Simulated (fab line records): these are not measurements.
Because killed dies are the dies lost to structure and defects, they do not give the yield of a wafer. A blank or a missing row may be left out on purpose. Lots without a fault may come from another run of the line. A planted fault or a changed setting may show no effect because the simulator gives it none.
Which of the tools did it? | flow n5 finfet | Sampling: 24 lots, 72 wafers, 6 of 1938 route steps

## WHAT THE GAUGES READ, wafer by wafer
The record lacks any reading of a measuring or inspecting step that a usual standard deviation could be used to judge.

## WHICH TOOL RAN EACH LOT (tool, then ch and the chambers of the sampled wafers, then the start)
lot  | N5_BEOL_M1_ETCH_74                 | N5_BEOL_M1_ETCH_77                 | N5_BEOL_M1_STRIP_36                | N5_BEOL_M1_DEGAS_44          | N5_BEOL_M1_PRE_CLEAN_45      | N5_BEOL_M1_ANNEAL_93
L074 | rie diel-01 ch 0,1, day 6 02:53    | rie diel-03 ch 0,1,3, day 6 03:56  | rie diel-01 ch 2,3, day 6 11:47    | pvd sputter-01, day 6 12:29  | pvd sputter-01, day 6 12:31  | pvd sputter-03, day 6 14:41
L075 | rie diel-03 ch 0,3, day 6 07:12    | rie diel-03 ch 0,1,3, day 6 08:08  | rie diel-03 ch 0,1,2, day 6 11:52  | pvd sputter-01, day 6 12:34  | pvd sputter-01, day 6 12:36  | pvd sputter-01, day 6 15:00
L076 | rie diel-04 ch 0,2, day 6 20:12    | rie diel-03 ch 1,2,3, day 6 21:05  | rie diel-01 ch 0,3, day 6 23:43    | pvd sputter-01, day 7 00:33  | pvd sputter-01, day 7 00:35  | pvd sputter-01, day 7 02:41
L077 | rie diel-04 ch 0,1,2, day 7 00:28  | rie diel-03 ch 0,2,3, day 7 01:32  | rie diel-03 ch 0,1,3, day 7 02:14  | pvd sputter-03, day 7 03:12  | pvd sputter-03, day 7 03:14  | pvd sputter-01, day 7 05:28
L078 | rie diel-04 ch 1,2, day 7 09:40    | rie diel-04 ch 0,2, day 7 11:05    | rie diel-01 ch 1,2,3, day 7 11:51  | pvd sputter-03, day 7 12:26  | pvd sputter-03, day 7 12:29  | pvd sputter-01, day 7 14:35
L079 | rie diel-04 ch 0,2,3, day 7 13:07  | rie diel-03 ch 0,1,2, day 7 14:08  | rie diel-01 ch 1,2, day 7 18:09    | pvd sputter-03, day 7 18:43  | pvd sputter-03, day 7 18:45  | pvd sputter-01, day 7 21:55
L080 | rie diel-04 ch 0,3, day 7 17:53    | rie diel-03 ch 0,1,3, day 7 18:46  | rie diel-01 ch 0,2,3, day 7 20:19  | pvd sputter-03, day 7 20:59  | pvd sputter-03, day 7 21:02  | pvd sputter-03, day 7 23:07
L081 | rie diel-04 ch 0,2,3, day 7 22:17  | rie diel-03 ch 1,2,3, day 7 23:09  | rie diel-04 ch 0,2,3, day 7 23:34  | pvd sputter-03, day 8 00:02  | pvd sputter-03, day 8 00:04  | pvd sputter-01, day 8 02:04
L082 | rie diel-03 ch 0,2,3, day 8 02:58  | rie diel-01 ch 0,1,2, day 8 03:50  | rie diel-01 ch 1,2,3, day 8 10:47  | pvd sputter-01, day 8 11:10  | pvd sputter-01, day 8 11:13  | pvd sputter-02, day 8 13:52
L083 | rie diel-03 ch 0,2,3, day 8 11:27  | rie diel-03 ch 0,2,3, day 8 12:27  | rie diel-01 ch 0,3, day 8 13:32    | pvd sputter-02, day 8 14:25  | pvd sputter-02, day 8 14:27  | pvd sputter-02, day 8 16:33
L084 | rie diel-03 ch 0,1,3, day 8 14:53  | rie diel-03 ch 2,3, day 8 15:51    | rie diel-01 ch 0,1,3, day 8 16:38  | pvd sputter-02, day 8 17:09  | pvd sputter-02, day 8 17:11  | pvd sputter-02, day 8 19:13
L086 | rie diel-01 ch 1,2, day 9 04:22    | rie diel-01 ch 2,3, day 9 05:23    | rie diel-04 ch 0,1,3, day 9 05:50  | pvd sputter-03, day 9 06:26  | pvd sputter-03, day 9 06:28  | pvd sputter-02, day 9 08:43
L085 | rie diel-04 ch 1,2,3, day 9 04:59  | rie diel-01 ch 2,3, day 9 05:54    | rie diel-04 ch 0,1,2, day 9 09:16  | pvd sputter-02, day 9 10:13  | pvd sputter-02, day 9 10:15  | pvd sputter-03, day 9 12:29
L087 | rie diel-04 ch 1,2,3, day 9 09:59  | rie diel-03 ch 0,1,2, day 9 10:59  | rie diel-03 ch 0,2, day 9 17:45    | pvd sputter-01, day 9 18:17  | pvd sputter-01, day 9 18:20  | pvd sputter-02, day 9 20:14
L088 | rie diel-03 ch 2,3, day 9 17:20    | rie diel-03 ch 1,2, day 9 18:35    | rie diel-03 ch 0,1, day 9 20:44    | pvd sputter-02, day 9 21:14  | pvd sputter-02, day 9 21:16  | pvd sputter-01, day 9 23:19
L089 | rie diel-03 ch 0,2,3, day 9 21:54  | rie diel-01 ch 2,3, day 9 22:52    | rie diel-04 ch 1,2,3, day 10 01:37 | pvd sputter-03, day 10 02:24 | pvd sputter-03, day 10 02:26 | pvd sputter-03, day 10 04:29
L090 | rie diel-01 ch 0,1,2, day 10 08:01 | rie diel-01 ch 0,1,2, day 10 09:03 | rie diel-04 ch 0,3, day 10 09:30   | pvd sputter-03, day 10 09:54 | pvd sputter-03, day 10 09:56 | pvd sputter-03, day 10 11:56
L091 | rie diel-03 ch 0,3, day 10 09:43   | rie diel-04 ch 0,1,2, day 10 10:35 | rie diel-03 ch 0,1,2, day 10 16:25 | pvd sputter-01, day 10 16:55 | pvd sputter-01, day 10 16:58 | pvd sputter-02, day 10 18:58
L092 | rie diel-03 ch 0,1,3, day 10 17:37 | rie diel-04 ch 0,2,3, day 10 18:37 | rie diel-04 ch 0,1,3, day 10 20:17 | pvd sputter-02, day 10 20:58 | pvd sputter-02, day 10 21:00 | pvd sputter-01, day 10 22:59
L093 | rie diel-03 ch 0,1, day 10 21:43   | rie diel-03 ch 1,2,3, day 10 22:43 | rie diel-03 ch 0,1,2, day 11 05:13 | pvd sputter-01, day 11 06:02 | pvd sputter-01, day 11 06:05 | pvd sputter-02, day 11 08:06
L094 | rie diel-01 ch 1,2,3, day 11 02:57 | rie diel-04 ch 1,2,3, day 11 03:49 | rie diel-01 ch 0,1,3, day 11 05:42 | pvd sputter-01, day 11 06:22 | pvd sputter-01, day 11 06:24 | pvd sputter-03, day 11 09:20
L095 | rie diel-01 ch 0,2, day 11 07:11   | rie diel-03 ch 0,1,3, day 11 08:10 | rie diel-01 ch 0,1,3, day 11 09:37 | pvd sputter-01, day 11 10:32 | pvd sputter-01, day 11 10:35 | pvd sputter-02, day 11 12:32
L096 | rie diel-01 ch 0,1, day 11 14:05   | rie diel-01 ch 0,1,3, day 11 15:05 | rie diel-03 ch 1,2,3, day 11 19:43 | pvd sputter-02, day 11 20:34 | pvd sputter-02, day 11 20:37 | pvd sputter-02, day 11 22:44
L097 | rie diel-04 ch 0,1,2, day 11 17:23 | rie diel-04 ch 0,1,2, day 11 18:29 | rie diel-03 ch 0,3, day 11 20:10   | pvd sputter-02, day 11 20:50 | pvd sputter-02, day 11 20:52 | pvd sputter-03, day 11 22:58
- N5_BEOL_M1_ETCH_74: etches underlayer in N2/H2, target depth 6.5 nm, time 5.2 s.
- N5_BEOL_M1_ETCH_77: etches underlayer in N2/H2, target depth 6.5 nm, time 5.2 s.
- N5_BEOL_M1_STRIP_36: strips in N2/H2.
- N5_BEOL_M1_DEGAS_44: time 60 s.
- N5_BEOL_M1_PRE_CLEAN_45: time 30 s.
- N5_BEOL_M1_ANNEAL_93: time 240 s.

## WHAT THE TOOLS THEMSELVES READ (means of the sampled wafers that have a number; where no wafer has one, the mark that the record gives instead)
N5_BEOL_M1_ETCH_74. Usual: drypump motor current A 5.6 A, standard deviation 0.43; etch rf on time s 5.20 s, standard deviation 0.11; oes product au 0.64 a.u., standard deviation 0.065; rf vpp V 524.0 V, standard deviation 2.6; showerhead plenum p Torr 2.54 Torr, standard deviation 0.086; throttle valve pct 17.93 %, standard deviation 0.27.
lot  | tool        | drypump motor current A (A) | etch rf on time s (s) | oes product au (a.u.) | rf vpp V (V) | showerhead plenum p Torr (Torr) | throttle valve pct (%) | flag
L074 | rie diel-01 | 5.8                         | 5.09                  | 0.73                  | 525.1        | 2.59                            | 17.67                  |
L075 | rie diel-03 | 5.5                         | 5.28                  | 0.63                  | 527.5        | 2.66                            | 18.03                  |
L076 | rie diel-04 | 5.1                         | 5.20                  | 0.60                  | 523.3        | 2.50                            | 17.97                  |
L077 | rie diel-04 | 5.5                         | 5.15                  | 0.60                  | 522.9        | 2.52                            | 17.91                  |
L078 | rie diel-04 | 5.9                         | 5.15                  | 0.61                  | 526.0        | 2.59                            | 17.69                  |
L079 | rie diel-04 | 5.5                         | 5.16                  | 0.62                  | 524.1        | 2.52                            | 17.99                  |
L080 | rie diel-04 | 5.1                         | 5.09                  | 0.61                  | 520.0        | 2.45                            | 18.22                  |
L081 | rie diel-04 | 5.4                         | 5.15                  | 0.61                  | 523.3        | 2.52                            | 17.99                  |
L082 | rie diel-03 | 5.5                         | 5.16                  | 0.64                  | 527.1        | 2.58                            | 18.05                  |
L083 | rie diel-03 | 5.5                         | 5.24                  | 0.63                  | 524.5        | 2.58                            | 18.05                  |
L084 | rie diel-03 | 5.6                         | 5.26                  | 0.63                  | 524.8        | 2.61                            | 18.03                  |
L086 | rie diel-01 | 6.2                         | 5.19                  | 0.67                  | 524.3        | 2.55                            | 17.85                  |
L085 | rie diel-04 | 5.9                         | 5.16                  | 0.68                  | 524.2        | 2.55                            | 17.77                  |
L087 | rie diel-04 | 5.9                         | 5.15                  | 0.68                  | 525.9        | 2.55                            | 17.80                  |
L088 | rie diel-03 | 5.4                         | 5.26                  | 0.63                  | 523.7        | 2.49                            | 18.05                  |
L089 | rie diel-03 | 5.5                         | 5.27                  | 0.62                  | 524.9        | 2.57                            | 18.07                  |
L090 | rie diel-01 | 5.9                         | 5.17                  | 0.73                  | 523.8        | 2.56                            | 17.77                  |
L091 | rie diel-03 | 5.4                         | 5.27                  | 0.62                  | 526.3        | 2.63                            | 17.99                  |
L092 | rie diel-03 | 5.6                         | 5.30                  | 0.61                  | 526.2        | 2.60                            | 18.04                  |
L093 | rie diel-03 | 5.7                         | 5.28                  | 0.62                  | 523.9        | 2.56                            | 18.10                  |
L094 | rie diel-01 | 6.0                         | 5.18                  | 0.66                  | 521.9        | 2.51                            | 17.79                  |
L095 | rie diel-01 | 5.6                         | 5.10                  | 0.75                  | 526.1        | 2.57                            | 17.89                  |
L096 | rie diel-01 | 5.8                         | 5.08                  | 0.76                  | 524.7        | 2.58                            | 17.58                  |
L097 | rie diel-04 | 5.5                         | 5.23                  | 0.65                  | 522.5        | 2.51                            | 17.80                  |

N5_BEOL_M1_ETCH_77. Usual: drypump motor current A 5.7 A, standard deviation 0.35; etch rf on time s 5.23 s, standard deviation 0.099; oes product au 0.64 a.u., standard deviation 0.061; rf vpp V 524.0 V, standard deviation 2.7; showerhead plenum p Torr 2.54 Torr, standard deviation 0.085; throttle valve pct 17.96 %, standard deviation 0.23.
lot  | tool        | drypump motor current A (A) | etch rf on time s (s) | oes product au (a.u.) | rf vpp V (V) | showerhead plenum p Torr (Torr) | throttle valve pct (%) | flag
L074 | rie diel-03 | 5.5                         | 5.22                  | 0.64                  | 526.5        | 2.61                            | 17.97                  |
L075 | rie diel-03 | 5.5                         | 5.16                  | 0.64                  | 525.7        | 2.61                            | 17.98                  |
L076 | rie diel-03 | 5.5                         | 5.20                  | 0.65                  | 524.1        | 2.53                            | 17.98                  |
L077 | rie diel-03 | 5.4                         | 5.23                  | 0.64                  | 523.3        | 2.58                            | 18.03                  |
L078 | rie diel-04 | 5.0                         | 5.19                  | 0.60                  | 523.7        | 2.49                            | 17.96                  |
L079 | rie diel-03 | 5.6                         | 5.27                  | 0.63                  | 523.9        | 2.54                            | 18.07                  |
L080 | rie diel-03 | 5.5                         | 5.19                  | 0.64                  | 526.1        | 2.61                            | 18.01                  |
L081 | rie diel-03 | 5.5                         | 5.22                  | 0.64                  | 523.6        | 2.53                            | 17.98                  |
L082 | rie diel-01 | 5.9                         | 5.21                  | 0.66                  | 524.4        | 2.57                            | 17.88                  |
L083 | rie diel-03 | 5.5                         | 5.25                  | 0.63                  | 524.4        | 2.58                            | 18.05                  |
L084 | rie diel-03 | 5.4                         | 5.17                  | 0.64                  | 522.5        | 2.50                            | 18.04                  |
L086 | rie diel-01 | 5.9                         | 5.28                  | 0.62                  | 521.2        | 2.47                            | 17.91                  |
L085 | rie diel-01 | 6.1                         | 5.36                  | 0.62                  | 523.7        | 2.50                            | 17.98                  |
L087 | rie diel-03 | 5.6                         | 5.28                  | 0.62                  | 523.2        | 2.54                            | 18.09                  |
L088 | rie diel-03 | 5.6                         | 5.28                  | 0.62                  | 520.9        | 2.45                            | 18.11                  |
L089 | rie diel-01 | 6.1                         | 5.31                  | 0.61                  | 522.7        | 2.50                            | 17.99                  |
L090 | rie diel-01 | 5.9                         | 5.13                  | 0.73                  | 524.8        | 2.56                            | 17.76                  |
L091 | rie diel-04 | 5.5                         | 5.20                  | 0.66                  | 522.7        | 2.51                            | 17.80                  |
L092 | rie diel-04 | 5.5                         | 5.18                  | 0.60                  | 522.5        | 2.51                            | 18.02                  |
L093 | rie diel-03 | 5.5                         | 5.27                  | 0.62                  | 522.9        | 2.52                            | 18.04                  |
L094 | rie diel-04 | 5.9                         | 5.24                  | 0.66                  | 524.9        | 2.54                            | 17.80                  |
L095 | rie diel-03 | 5.6                         | 5.29                  | 0.61                  | 525.6        | 2.60                            | 18.05                  |
L096 | rie diel-01 | 5.7                         | 5.16                  | 0.72                  | 523.2        | 2.53                            | 17.70                  |
L097 | rie diel-04 | 5.5                         | 5.22                  | 0.65                  | 523.0        | 2.51                            | 17.81                  |

N5_BEOL_M1_STRIP_36. Usual: drypump motor current A 5.7 A, standard deviation 0.4; oes product au 0.75 a.u., standard deviation 0.076; rf vpp V 59.1 V, standard deviation 1.5; showerhead plenum p Torr 2.53 Torr, standard deviation 0.08; throttle valve pct 23.7 %, standard deviation 0.3.
lot  | tool        | drypump motor current A (A) | oes product au (a.u.) | rf vpp V (V) | showerhead plenum p Torr (Torr) | throttle valve pct (%) | flag
L074 | rie diel-01 | 6.0                         | 0.75                  | 58.1         | 2.47                            | 23.6                   |
L075 | rie diel-03 | 5.6                         | 0.75                  | 58.8         | 2.54                            | 23.9                   |
L076 | rie diel-01 | 5.6                         | 0.73                  | 59.9         | 2.49                            | 23.7                   |
L077 | rie diel-03 | 5.6                         | 0.75                  | 60.4         | 2.61                            | 23.7                   |
L078 | rie diel-01 | 6.0                         | 0.78                  | 59.8         | 2.51                            | 23.5                   |
L079 | rie diel-01 | 6.2                         | 0.78                  | 60.6         | 2.55                            | 23.6                   |
L080 | rie diel-01 | 5.8                         | 0.72                  | 60.3         | 2.52                            | 23.7                   |
L081 | rie diel-04 | 5.5                         | 0.71                  | 59.9         | 2.52                            | 23.8                   |
L082 | rie diel-01 | 6.0                         | 0.79                  | 57.4         | 2.51                            | 23.5                   |
L083 | rie diel-01 | 5.4                         | 0.70                  | 58.4         | 2.54                            | 23.8                   |
L084 | rie diel-01 | 5.7                         | 0.77                  | 59.9         | 2.53                            | 23.5                   |
L086 | rie diel-04 | 5.6                         | 0.79                  | 58.0         | 2.47                            | 23.8                   |
L085 | rie diel-04 | 5.5                         | 0.80                  | 58.9         | 2.51                            | 23.6                   |
L087 | rie diel-03 | 5.6                         | 0.73                  | 58.4         | 2.50                            | 23.9                   |
L088 | rie diel-03 | 5.7                         | 0.73                  | 59.5         | 2.56                            | 23.9                   |
L089 | rie diel-04 | 5.9                         | 0.79                  | 58.5         | 2.54                            | 23.5                   |
L090 | rie diel-04 | 5.1                         | 0.69                  | 58.2         | 2.44                            | 24.1                   |
L091 | rie diel-03 | 5.6                         | 0.72                  | 60.3         | 2.53                            | 23.9                   |
L092 | rie diel-04 | 5.6                         | 0.77                  | 58.4         | 2.47                            | 23.8                   |
L093 | rie diel-03 | 5.7                         | 0.73                  | 58.4         | 2.53                            | 24.0                   |
L094 | rie diel-01 | 5.7                         | 0.85                  | 59.0         | 2.52                            | 23.5                   |
L095 | rie diel-01 | 5.7                         | 0.84                  | 57.9         | 2.52                            | 23.5                   |
L096 | rie diel-03 | 5.5                         | 0.72                  | 59.5         | 2.51                            | 23.8                   |
L097 | rie diel-03 | 5.5                         | 0.72                  | 61.1         | 2.64                            | 23.8                   |

N5_BEOL_M1_DEGAS_44. Usual: heater power w reads 320 W (standard deviation 23).
lot  | tool           | heater power w (W) | flag
L074 | pvd sputter-01 | 322                |
L075 | pvd sputter-01 | 316                |
L076 | pvd sputter-01 | 314                |
L077 | pvd sputter-03 | 320                |
L078 | pvd sputter-03 | 347                |
L079 | pvd sputter-03 | 328                |
L080 | pvd sputter-03 | 343                |
L081 | pvd sputter-03 | 349                |
L082 | pvd sputter-01 | 322                |
L083 | pvd sputter-02 | 307                |
L084 | pvd sputter-02 | 310                |
L086 | pvd sputter-03 | 319                |
L085 | pvd sputter-02 | 314                |
L087 | pvd sputter-01 | 334                |
L088 | pvd sputter-02 | 300                |
L089 | pvd sputter-03 | 328                |
L090 | pvd sputter-03 | 303                |
L091 | pvd sputter-01 | 330                |
L092 | pvd sputter-02 | 309                |
L093 | pvd sputter-01 | 332                |
L094 | pvd sputter-01 | 312                |
L095 | pvd sputter-01 | 332                |
L096 | pvd sputter-02 | 300                |
L097 | pvd sputter-02 | 295                |

N5_BEOL_M1_PRE_CLEAN_45. Usual: heater power w reads 319 W (standard deviation 23).
lot  | tool           | heater power w (W) | flag
L074 | pvd sputter-01 | 318                |
L075 | pvd sputter-01 | 317                |
L076 | pvd sputter-01 | 308                |
L077 | pvd sputter-03 | 321                |
L078 | pvd sputter-03 | 342                |
L079 | pvd sputter-03 | 336                |
L080 | pvd sputter-03 | 351                |
L081 | pvd sputter-03 | 354                |
L082 | pvd sputter-01 | 317                |
L083 | pvd sputter-02 | 302                |
L084 | pvd sputter-02 | 315                |
L086 | pvd sputter-03 | 317                |
L085 | pvd sputter-02 | 308                |
L087 | pvd sputter-01 | 332                |
L088 | pvd sputter-02 | 299                |
L089 | pvd sputter-03 | 331                |
L090 | pvd sputter-03 | 299                |
L091 | pvd sputter-01 | 330                |
L092 | pvd sputter-02 | 308                |
L093 | pvd sputter-01 | 328                |
L094 | pvd sputter-01 | 318                |
L095 | pvd sputter-01 | 324                |
L096 | pvd sputter-02 | 298                |
L097 | pvd sputter-02 | 297                |

N5_BEOL_M1_ANNEAL_93. Usual: heater power w reads 795 W (standard deviation 57).
lot  | tool           | heater power w (W) | flag
L074 | pvd sputter-03 | 869                |
L075 | pvd sputter-01 | 777                |
L076 | pvd sputter-01 | 797                |
L077 | pvd sputter-01 | 768                |
L078 | pvd sputter-01 | 817                |
L079 | pvd sputter-01 | 825                |
L080 | pvd sputter-03 | 811                |
L081 | pvd sputter-01 | 822                |
L082 | pvd sputter-02 | 786                |
L083 | pvd sputter-02 | 752                |
L084 | pvd sputter-02 | 773                |
L086 | pvd sputter-02 | 749                |
L085 | pvd sputter-03 | 826                |
L087 | pvd sputter-02 | 741                |
L088 | pvd sputter-01 | 802                |
L089 | pvd sputter-03 | 884                |
L090 | pvd sputter-03 | 764                |
L091 | pvd sputter-02 | 710                |
L092 | pvd sputter-01 | 790                |
L093 | pvd sputter-02 | 772                |
L094 | pvd sputter-03 | 812                |
L095 | pvd sputter-02 | 779                |
L096 | pvd sputter-02 | 761                |
L097 | pvd sputter-03 | 794                |

## THE ANSWER, worked out from the rows above alone
Rule: a lot counts as off when the mean over its wafers that have a number is more than 3 standard deviations away from the usual mean. Also off: a lot with no number at a reading for which 4 or more lots have one. All remaining lots with rows at the step are treated as sound. Order of review: gauges by route order, followed by the tools' own readings, for which a lot's mean as printed above is used. At the first step where some lot is off, the reading lying furthest off is the one used; lots without a number count as furthest.
No lot is off at any reading shown: from this, nothing can be told.

## WHAT HAD BEEN PUT IN BY THE SIMULATOR
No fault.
